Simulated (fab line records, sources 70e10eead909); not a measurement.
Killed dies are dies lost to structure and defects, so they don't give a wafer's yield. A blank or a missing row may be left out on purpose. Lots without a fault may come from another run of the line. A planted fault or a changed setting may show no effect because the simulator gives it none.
fab line records | flow nand_harc
record lots=12 wafers=36 last_day=25
route steps=1159 shown A_CONTACT@904 A_BONDPAD@1084 THIN_TSV@1102 END@1159
lots that met no fault: from a run of the same line without faults
start_h: hours from the record's first day to the start of the lot's first wafer shown | wait_h: hours since the lot's step before | " the same as in the row above | L1.1+2: a row that stands for several wafers | - no value, or no start given | * or withheld: withheld | < > ~ a bound
route shown NAME@n: a module of which the file shows steps, and the number in the route of the first | usual: mean/standard deviation of fault-free wafers | same: alike in all rows | chamber/n: place in a boat | sites: the reading at each site | _std_site: their standard deviation | _edge_site: outer sites' mean less inner sites' | radius_mm: how far each site lies from the wafer's centre | mask NAME#n: copy n | behind: the tool/chamber that last shaped the wafer | hold: why the lot was held/for how many hours/how that ended | device: the transistor (n, p or np) that didn't switch | end of line: the same wafers' tests at the end of the route | a step without rows: its recipe alone | killed: dies lost to structure and defects at the first sort, not the wafer's yield | map: a wafer's dies, x killed, . not, _ none there
set.NAME: the setting as run; set.NAME@STEP: as run at that earlier step | model.NAME: the simulator's own value behind a step, which no gauge read
steps of the route over a sample of lots; a table a step, a row a wafer
services: from which hour (start_h, from the record's first day; less than 0 if before it) a tool's chamber was out of use, for how many hours, and why
## steps
# step NHARC_A_CONTACT_ETCH_124
# recipe source_w=withheld pressure_mtorr=20 bias_v=withheld time_s=140 target_depth_a=7000 ar_flow_sccm=withheld c4f8_flow_sccm=withheld o2_flow_sccm=withheld chemistry=C4F8/O2/Ar
# usual oes_air_line_au=0.999/0.024
# columns lot.wafer tool chamber start_h wait_h oes_air_line_au rf_hours_counter_h
L476.1 har_cap_etch-01 0 378.53 - 1.000 56
L476.2 " 1 " " 0.967 56
L476.3 " 0 " " 0.969 -
L477.2 har_cap_etch-01 1 383.99 - 0.982 57
L477.1 " 0 " " 0.984 57
L477.3 " 0 " " 1.014 -
L479.1 har_cap_etch-03 1 386.87 - 1.006 86
L479.3 " 0 " " 1.034 -
L479.6 " 0 " " 1.073 -
L485.1 har_cap_etch-03 1 420.63 - 0.966 91
L485.3 " 0 " " 0.991 -
L485.4 " 1 " " 0.986 -
L486.2 har_cap_etch-03 1 439.63 - 0.974 94
L486.3 " 1 " " 0.972 -
L486.4 " 0 " " 0.971 -
L490.2 har_cap_etch-01 1 466.54 - 1.015 71
L490.1 " 0 " " 1.021 71
L490.4 " 1 " " 1.012 -
L493.2 har_cap_etch-01 0 479.14 - 0.953 73
L493.3 " 1 " " 1.010 -
L493.4 " 0 " " 0.985 -
L495.2 har_cap_etch-02 0 488.73 - 1.007 30
L495.3 " 0 " " 1.015 -
L495.6 " 0 " " 1.003 -
L494.2 har_cap_etch-02 0 504.57 - 1.024 33
L494.6 " 1 " " 0.993 -
L494.5 " 0 " " 1.001 -
L498.4 har_cap_etch-01 0 505.43 - 0.991 -
L498.5 " 0 " " 1.024 -
L498.6 " 1 " " 0.989 -
L497.1 har_cap_etch-01 1 509.06 - 0.994 78
L497.2 " 0 " " 1.000 78
L497.4 " 0 " " 1.000 -
L499.1 har_cap_etch-03 1 520.15 - 1.014 111
L499.2 " 0 " " 1.045 111
L499.5 " 1 " " 0.999 -
# step NHARC_A_BONDPAD_PVD_17
# recipe target_thk_a=50 bias_v=168.6 power_w=15000 chamber_pressure_pa=0.12 time_s=8.06 substrate_temp_c=50 material=TaN
# usual throttle_valve_pct=30.3/0.84
# columns lot.wafer tool chamber start_h wait_h throttle_valve_pct
L476.2 pvd_sputter-01 - - - 32.1
L476.1 " - " " 29.9
L476.3 " - " " 29.1
L477.3 pvd_sputter-01 - - - 30.7
L477.2 " - " " 30.0
L477.1 " - " " 29.2
L479.1 pvd_sputter-01 - - - 30.0
L479.3 " - " " 32.1
L479.6 " - " " 30.3
L485.4 pvd_sputter-03 - - - 30.2
L485.1 " - " " 30.1
L485.3 " - " " 31.0
L486.3 pvd_sputter-01 - - - 30.1
L486.4 " - " " 29.2
L486.2 " - " " 31.1
L490.1 pvd_sputter-02 - - - 28.9
L490.2 " - " " 30.6
L490.4 " - " " 30.4
L493.2 pvd_sputter-02 - - - 28.9
L493.3 " - " " 30.1
L493.4 " - " " 30.8
L495.3 pvd_sputter-02 - - - 31.0
L495.2 " - " " 28.8
L495.6 " - " " 30.2
L494.2 pvd_sputter-02 - - - 30.6
L494.5 " - " " 31.1
L494.6 " - " " 30.1
L498.4 pvd_sputter-02 - - - 28.9
L498.5 " - " " 29.1
L498.6 " - " " 30.3
L497.4 pvd_sputter-03 - - - 29.4
L497.1 " - " " 30.3
L497.2 " - " " 30.9
L499.2 pvd_sputter-02 - - - 30.3
L499.1 " - " " 29.1
L499.5 " - " " 30.3
# step NHARC_THIN_TSV_CMP_01
# recipe target_thk_um=3
# usual motor_current_A=11.6/0.93 slurry_filter_dp_kPa=13.51/0.14
# columns lot.wafer tool chamber start_h wait_h motor_current_A slurry_filter_dp_kPa
L476.1 cmp-01 0 420.49 1.0 12.3 13.57
L476.2 " 1 " " 12.1 13.37
L476.3 " 2 " " 12.1 13.64
L477.3 cmp-03 0 426.64 0.6 9.1 13.45
L477.1 " 1 " " 12.2 13.31
L477.2 " 3 " " 11.7 13.55
L479.1 cmp-03 2 432.93 1.1 12.3 13.38
L479.3 " 3 " " 11.8 13.69
L479.6 " 0 " " 9.7 13.63
L485.1 cmp-01 0 460.60 1.0 12.1 13.76
L485.3 " 1 " " 11.8 13.35
L485.4 " 3 " " 13.6 13.65
L486.4 cmp-01 2 481.31 0.5 12.0 13.28
L486.3 " 3 " " 13.4 13.61
L486.2 " 0 " " 11.3 13.46
L490.4 cmp-02 2 525.72 0.4 11.7 13.48
L490.2 " 0 " " 11.9 13.30
L490.1 " 1 " " 10.8 13.70
L493.2 cmp-02 2 533.74 0.8 11.6 13.33
L493.3 " 3 " " 10.3 13.47
L493.4 " 0 " " 11.9 13.43
L495.2 cmp-02 2 536.15 0.8 11.1 13.60
L495.3 " 0 " " 12.2 13.83
L495.6 " 2 " " 11.6 13.82
L494.2 cmp-03 3 544.69 0.8 11.5 13.61
L494.6 " 3 " " 10.8 13.45
L494.5 " 0 " " 10.1 13.73
L498.4 cmp-01 3 545.97 0.5 13.2 13.68
L498.6 " 0 " " 12.2 13.52
L498.5 " 1 " " 11.6 13.42
L497.2 cmp-01 3 550.79 0.9 13.6 13.61
L497.1 " 0 " " 11.1 13.45
L497.4 " 1 " " 12.3 13.49
L499.1 cmp-01 2 561.03 1.4 12.0 13.55
L499.2 " 0 " " 12.0 13.36
L499.5 " 1 " " 11.6 13.42
# step NHARC_THIN_TSV_ETCH_36
# recipe target_depth_a=650 over_etch_frac=0.3 time_s=18.571 ion_energy_ev=150 chemistry=Cl2/BCl3
# usual drypump_motor_current_A=5.8/0.39 oes_product_au=1.000/0.011
# columns lot.wafer tool chamber start_h wait_h drypump_motor_current_A oes_product_au rf_hours_counter_h
L476.1 rie_metal-03 1 428.00 0.2 6.0 0.973 4.2
L476.2 " 0 " " 5.6 0.997 4.2
L476.3 " 0 " " 5.6 0.989 -
L477.1 rie_metal-01 0 434.33 0.2 6.0 1.028 2.9
L477.2 " 1 " " 6.0 0.999 2.9
L477.3 " 1 " " 6.0 0.996 -
L479.1 rie_metal-01 0 440.84 0.2 6.0 1.017 3.1
L479.3 " 1 " " 6.0 0.994 -
L479.6 " 1 " " 6.0 0.994 -
L485.1 rie_metal-03 0 468.42 0.2 5.6 1.000 0.2
L485.4 " 0 " " 5.6 1.010 -
L485.3 " 1 " " 6.0 0.992 -
L486.2 rie_metal-03 1 488.98 0.2 6.0 0.984 0.8
L486.3 " 0 " " 5.6 1.001 -
L486.4 " 1 " " 6.0 0.993 -
L490.1 rie_metal-01 0 533.63 0.2 6.0 1.011 0.4
L490.2 " 1 " " 6.0 0.998 0.4
L490.4 " 0 " " 6.0 0.996 -
L493.2 rie_metal-01 0 541.64 0.2 6.0 1.011 0.6
L493.3 " 0 " " 6.0 1.001 -
L493.4 " 1 " " 6.0 1.005 -
L495.2 rie_metal-03 1 543.91 0.2 6.0 0.985 2.3
L495.3 " 0 " " 5.6 0.995 -
L495.6 " 1 " " 6.0 0.986 -
L494.2 rie_metal-03 0 552.55 0.2 5.6 1.002 2.5
L494.5 " 1 " " 6.0 0.980 -
L494.6 " 0 " " 5.6 1.003 -
L498.4 rie_metal-01 1 553.61 0.1 6.0 1.010 -
L498.6 " 1 " " 6.0 1.009 -
L498.5 " 0 " " 6.0 0.998 -
L497.1 rie_metal-01 1 559.55 0.2 6.0 1.005 1.3
L497.2 " 0 " " 6.0 0.999 1.3
L497.4 " 0 " " 6.0 1.005 -
L499.2 rie_metal-01 0 568.83 0.2 6.0 0.987 1.9
L499.1 " 1 " " 6.0 0.985 1.9
L499.5 " 1 " " 6.0 0.986 -
# step NHARC_END_SORT_01
# recipe temp_c=25
# usual killed_at_array=25/9.2 killed_at_other=0.9/1.3 killed_at_periphery=3.3/2.3 killed_dies=29/9.6 killed_open=3.2/1.8 killed_short=2/1.4
# same gross_dies=677
# columns lot.wafer tool chamber start_h wait_h killed_at_array killed_at_other killed_at_periphery killed_dies killed_open killed_short
L485.1 prober-02 0 478.13 2.6 50 3 5 58 7 1
L485.3 prober-02 0 479.72 3.1 133 1 3 137 4 0
L485.4 prober-02 0 480.52 3.4 28 2 3 33 1 3
L486.2 prober-02 0 498.64 2.8 29 1 3 33 4 3
L486.3 prober-02 0 499.42 3.1 23 1 3 27 2 1
L486.4 prober-02 0 500.21 3.4 116 0 2 118 4 1
# killed by level:class
L485.1 A_CHANNEL_HOLE_D1:chamber_film_flake=19 A_SLIT:chamber_film_flake=11 P_ZERO_WELL:chamber_film_flake=3 A_STAIRCASE:chamber_film_flake=3 A_WL_FILL:chamber_film_flake=3 A_M0:chamber_film_flake=3 A_ONON_D1:geometric_particle:open=2 A_SGD_CUT:chamber_film_flake=2
L485.3 A_CONTACT:unspecified=100 A_CHANNEL_HOLE_D1:chamber_film_flake=12 A_SLIT:chamber_film_flake=10 P_ZERO_WELL:chamber_film_flake=2 A_STAIRCASE:chamber_film_flake=2 A_SGD_CUT:chamber_film_flake=2 A_M0:chamber_film_flake=2 P_M0:geometric_particle:open=1
L485.4 A_CHANNEL_HOLE_D1:chamber_film_flake=7 A_SLIT:chamber_film_flake=5 A_CONTACT:chamber_film_flake=4 A_WL_FILL:geometric_particle:short=3 P_ZERO_WELL:chamber_film_flake=3 A_STAIRCASE:chamber_film_flake=3 A_WL_FILL:chamber_film_flake=3 THIN_TSV:chamber_film_flake=2
L486.2 A_CHANNEL_HOLE_D1:chamber_film_flake=11 A_STAIRCASE:chamber_film_flake=5 A_CONTACT:chamber_film_flake=4 A_SGD_CUT:chamber_film_flake=3 P_CONTACT:geometric_particle:open=1 P_M2:geometric_particle:short=1 A_ONON_D1:geometric_particle:short=1 A_CHANNEL_FILL_D1:geometric_particle:open=1
L486.3 A_CHANNEL_HOLE_D1:chamber_film_flake=12 A_SGD_CUT:chamber_film_flake=3 P_BONDPAD:chamber_film_flake=2 A_ZERO_WELL:chamber_film_flake=2 A_CONTACT:chamber_film_flake=2 A_CHANNEL_FILL_D1:geometric_particle:short=1 A_CONTACT:geometric_particle:open=1 A_BLC:geometric_particle:open=1
L486.4 A_CONTACT:unspecified=96 A_STAIRCASE:chamber_film_flake=6 A_CHANNEL_HOLE_D1:chamber_film_flake=5 A_SGD_CUT:chamber_film_flake=4 P_CONTACT:geometric_particle:open=1 P_M0:geometric_particle:open=1 A_WL_FILL:geometric_particle:short=1 A_CONTACT:geometric_particle:open=1
## services
# columns tool chamber start_h hours kind
cmp-01 - 375.50 4.0 pm
pvd_sputter-02 - 385.65 1.3 repair
pvd_sputter-02 - 392.03 10.0 pm
cmp-02 - 397.79 1.1 repair
rie_metal-03 - 408.25 0.2 repair
pvd_sputter-02 - 408.58 4.6 repair
pvd_sputter-01 - 420.15 4.5 repair
cmp-02 - 422.66 4.0 pm
cmp-02 - 445.32 2.6 repair
rie_metal-03 - 446.66 0.3 repair
cmp-03 - 450.00 4.0 pm
rie_metal-03 - 453.00 9.0 pm
cmp-01 - 473.53 4.0 pm
har_cap_etch-03 - 496.44 0.7 repair
cmp-03 - 496.76 3.3 repair
rie_metal-01 - 509.00 9.0 pm
pvd_sputter-01 - 515.20 10.0 pm
cmp-02 - 520.66 4.0 pm
rie_metal-03 - 523.59 0.3 repair
cmp-03 - 538.27 1.0 repair
har_cap_etch-03 - 545.00 17.0 pm
cmp-03 - 548.03 4.0 pm
pvd_sputter-01 - 553.30 3.9 repair
rie_metal-03 0 554.74 7.1 repair
## key
first_sign step=NHARC_END_SORT_01 reading=killed_at_array direction=up sigmas=11 usual=25 struck=124
effect step=NHARC_END_SORT_01 reading=killed_dies direction=up sigmas=10 usual=29 struck=128
more_kills_born_at NHARC_A_CONTACT_ETCH_124@har_cap_etch-03=193
met_at NHARC_A_CONTACT_ETCH_124
struck_lots L485,L486
struck_wafers L485.3,L486.4
tester_left_out L485,L486
not_acting_at NHARC_A_BONDPAD_PVD_17,NHARC_THIN_TSV_CMP_01,NHARC_THIN_TSV_ETCH_36
onset_between 386.87 420.63
fault kind=chamber_particle_source tool=har_cap_etch-03 chamber=0 onset_h=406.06 steps=NHARC_A_CONTACT_ETCH_124 rate_per_visit_cm2=1.5844 end_h=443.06
# tester_left_out: of these lots the tester's yield and bins aren't shown, on N5 and GAA mostly nor the transistor test; their killed dies are dies lost to structure and defects alone, not to doping, threshold or leakage, so they don't give the yield
